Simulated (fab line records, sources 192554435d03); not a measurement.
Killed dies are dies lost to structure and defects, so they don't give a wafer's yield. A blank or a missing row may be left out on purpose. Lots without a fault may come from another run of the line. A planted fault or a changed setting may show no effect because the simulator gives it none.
Split-lot experiment | flow n5_finfet | 7 lots, 21 wafers read, on a route of 1938 steps

THE SPLIT
At N5_BEOL_M1_ETCH_64 (etches SOC in N2/H2, target depth 75 nm, overetch 15 nm, time 112.5 s), the setting bias_w was moved away from the recipe's 150 W on 5 of the 21 wafers read, by -16.4% to +9.7%. The other wafers ran this setting at the recipe's value.

The reading is taken at the split's own step.

THE READING
rf_vpp_V, in V, at N5_BEOL_M1_ETCH_64 (etches SOC in N2/H2, target depth 75 nm, overetch 15 nm, time 112.5 s). Fault-free wafers of this fab line usually give 524.7 V, standard deviation 2.2 V.

wafer  | tool, chamber at the split | bias_w as run, W | against the recipe | rf_vpp_V, V | against lot-mates on the recipe
L077.2 | rie_diel-01, 2             | 150              | recipe             | 524.2       | -
L077.3 | rie_diel-01, 0             | 150              | recipe             | 525.0       | -
L077.4 | rie_diel-01, 3             | 150              | recipe             | 523.6       | -
L082.1 | rie_diel-03, 0             | 137.9            | -8.1%              | 499.0       | -28.0
L082.2 | rie_diel-03, 2             | 137.9            | -8.1%              | 495.4       | -31.6
L082.3 | rie_diel-03, 3             | 150              | recipe             | 527.0       | -
L083.1 | rie_diel-01, 1             | 164.6            | +9.7%              | 554.2       | +29.1
L083.2 | rie_diel-01, 3             | 150              | recipe             | 523.6       | -
L083.6 | rie_diel-01, 0             | 150              | recipe             | 526.6       | -
L084.4 | rie_diel-02, 2             | 150              | recipe             | 526.9       | -
L084.5 | rie_diel-02, 2             | 125.4            | -16.4%             | 470.5       | -54.9
L084.6 | rie_diel-02, 3             | 150              | recipe             | 523.9       | -
L085.1 | rie_diel-02, 0             | 150              | recipe             | 524.7       | -
L085.3 | rie_diel-02, 1             | 150              | recipe             | 520.6       | -
L085.5 | rie_diel-02, 1             | 150              | recipe             | 520.2       | -
L087.1 | rie_diel-02, 2             | 160.7            | +7.1%              | 550.7       | +26.5
L087.4 | rie_diel-02, 3             | 150              | recipe             | 522.5       | -
L087.5 | rie_diel-02, 2             | 150              | recipe             | 526.0       | -
L096.3 | rie_diel-02, 3             | 150              | recipe             | 524.0       | -
L096.4 | rie_diel-02, 0             | 150              | recipe             | 524.1       | -
L096.5 | rie_diel-02, 1             | 150              | recipe             | 520.4       | -

THE FIT
A straight line over all 21 wafers: rf_vpp_V changes by +3.29 V for each +1% of bias_w; r = +0.99; the points scatter about the line by 2.2 V.
The same after taking each lot's own level away (the mean of its wafers on the recipe; 21 wafers): +3.39 V for each +1%; r = +0.99; scatter 2 V.
On that fit, the largest move of bias_w shifts the reading by 56 V.
The lots' own levels span 521.83 to 527.00 V, that is 2.3 times the standard deviation above.
So the lot-to-lot level changes the slope little: the two slopes agree.
Check: with one of the wafers moved furthest among these (-16.4%) left out of the fit, the line predicts -57 V for it against its lot-mates. It came out at -54.9 V against them.
Tool readings at the split's step, against how far the setting was moved: rf_vpp_V r = +0.99.

OTHER SPLITS ON THESE WAFERS
These wafers also went through other splits before the reading. Each is held against what the fit with the lots' levels taken away leaves over:
other split on the same wafers                  | wafers away from the commonest value | r with rf_vpp_V (lot level and that fit taken away)
N5_SDB_ALD_29 ald_cycles                        | 7                                    | +0.02
N5_HKMG_FIN_ETCH_55 bias_w                      | 4                                    | -0.20
N5_HKMG_FIN_ETCH_58 source_w                    | 5                                    | +0.11
N5_GATE_CUT_ETCH_56 bias_w                      | 5                                    | -0.01
N5_MOL_CONTACT_COAG_ETCH_105 bias_w             | 7                                    | -0.27
N5_MOL_CONTACT_COAG_ETCH_110 bias_w             | 7                                    | +0.20
N5_MOL_CONTACT_COAG_ETCHBACK_136 target_depth_a | 8                                    | -0.01
N5_MOL_CONTACT_COAG_VIA_ETCH_117 bias_w         | 8                                    | +0.17
N5_BEOL_M0_SAQP_COAT_82 spin_rpm                | 7                                    | +0.08
N5_BEOL_M0_SAQP_DEVELOP_13 develop_time_s       | 7                                    | -0.27
N5_BEOL_M1_PECVD_72 time_s                      | 6                                    | +0.33
N5_BEOL_M1_HM_DEP_02 target_thk_a               | 12                                   | +0.39

THE FILE'S OWN FIT
rf_vpp_V changes by +3.36 V for each +1% of bias_w, r = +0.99.
